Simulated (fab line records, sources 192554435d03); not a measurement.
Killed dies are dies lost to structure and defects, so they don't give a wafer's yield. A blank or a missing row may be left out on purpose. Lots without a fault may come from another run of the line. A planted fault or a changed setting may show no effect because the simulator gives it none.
A struck lot beside a sound one | flow n5_finfet | 21 steps out of a route of 1938
Sound: wafers L258.1, L258.4, L258.6. Struck: wafers L271.1, L271.3, L271.6. The cause comes at the end.
At each step with rows: each side's tool, then ch and its chambers, then its first start. Under that, the readings that differ: sound wafers | struck wafers | difference of the means | sigmas: that difference in standard deviations of wafers without a fault.
alike: readings whose means differ by less than 2 such deviations, and words and numbers that are the same on both sides. not compared: withheld readings, readings that some wafer has no value for, bounds like >300 that may hide the same value, and numbers for which the record gives no deviation and whose values overlap.
The two part at a step that has a row with sigmas, a row that says differs or no value, or rows on one side only. Numbers that don't overlap but have no deviation are shown without sigmas and don't part them. A reading that every wafer of one side lacks parts them only if that side has two wafers or more.

first, 9 steps without rows for these wafers: N5_BEOL_M2_CO_CAP_55 (material Co, precursor CCTBA/H2, target thk 2 nm, time 102.1 s); N5_BEOL_M2_PRE_CLEAN_56 (time 15 s); N5_BEOL_M2_DEP_57 (deposits SiCN from 3MS/NH3, target thk 8 nm, time 14 s); N5_BEOL_M3_ILD_DEP_00 (deposits SiOC from DEMS/O2, target thk 79 nm, time 15.3 s); N5_BEOL_M3_PECVD_72 (deposits SiO2 from TEOS/O2, target thk 16 nm, time 18 s); N5_BEOL_M3_HM_DEP_02 (deposits TiN, target thk 20 nm); N5_BEOL_M3_COAT_61 (time 60 s, resist thk 60 nm); N5_BEOL_M3_COAT_62 (time 60 s, resist thk 12 nm); N5_BEOL_M3_COAT_73 (time 60 s, resist thk 5 nm).
N5_BEOL_M3_COAT_05: resist thk 30 nm.
  sound on litho_track-02 ch 0, day 8 05:16; struck on litho_track-02 ch 0, day 11 17:16
  reading                                      | sound                | struck               | difference | sigmas
  spin_speed_rpm (rpm)                         | 1500.4 1500.8 1501.5 | 1436.1 1437.1 1436.6 | -64.3      | -77
  model.CAR-EUV_of_BEOL_M3_COAT_05.thk_nm (nm) | 30 30.2 30.2         | 30.6 30.6 30.6       | +0.5       |
then, 7 steps without rows for these wafers: N5_BEOL_M3_EBR_07; N5_BEOL_M3_SOFTBAKE_06 (time 60 s); N5_BEOL_M3_EXPOSE_08 (exposes mask M3); N5_BEOL_M3_PEB_09 (peb time 60 s); N5_BEOL_M3_DEVELOP_10 (develop time 30 s); N5_BEOL_M3_DESCUM_16 (chemistry O2, time 7 s); N5_BEOL_M3_ETCH_74 (etches underlayer in N2/H2, target depth 6.5 nm, time 5.2 s).
N5_BEOL_M3_ETCH_63: etches SiARC in CF4, target depth 15.6 nm, time 26 s.
  sound on rie_diel-03 ch 1,2,3, day 8 05:50; struck on rie_diel-01 ch 0,3, day 11 17:47
  reading                                      | sound          | struck         | difference | sigmas
  model.CAR-EUV_of_BEOL_M3_COAT_05.thk_nm (nm) | 11.2 11.2 11.4 | 11.8 11.6 11.6 | +0.4       |
  alike: drypump_motor_current_A, etch_rf_on_time_s, oes_product_au, rf_vpp_V, showerhead_plenum_p_Torr, throttle_valve_pct
  not compared: rf_hours_counter_h
then, 1 step without rows for these wafers: N5_BEOL_M3_ETCH_64 (etches SOC in N2/H2, target depth 75 nm, overetch 15 nm, time 112.5 s).
N5_BEOL_M4_RC_MEAS_101:
  sound on prober-02 ch 0, day 9 03:15; struck on prober-02 ch 0, day 12 11:15
  alike: DIBL_N, DIBL_P, IOFF_N, IOFF_P, ION_N, ION_P, SS_N, SS_P, VT_N, VT_P
then, 1 step without rows for these wafers: N5_PASSIVATION_PROBE_49.

WHERE THEY PART
Only at N5_BEOL_M3_COAT_05, within this record. Later steps at which nothing parts them and some readings are alike: N5_BEOL_M3_ETCH_63, N5_BEOL_M4_RC_MEAS_101.

WHY: what the simulator had put in
Process parameter drift: litho_track-02, from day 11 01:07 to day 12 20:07, at N5_BEOL_M3_COAT_05. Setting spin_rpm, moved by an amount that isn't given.
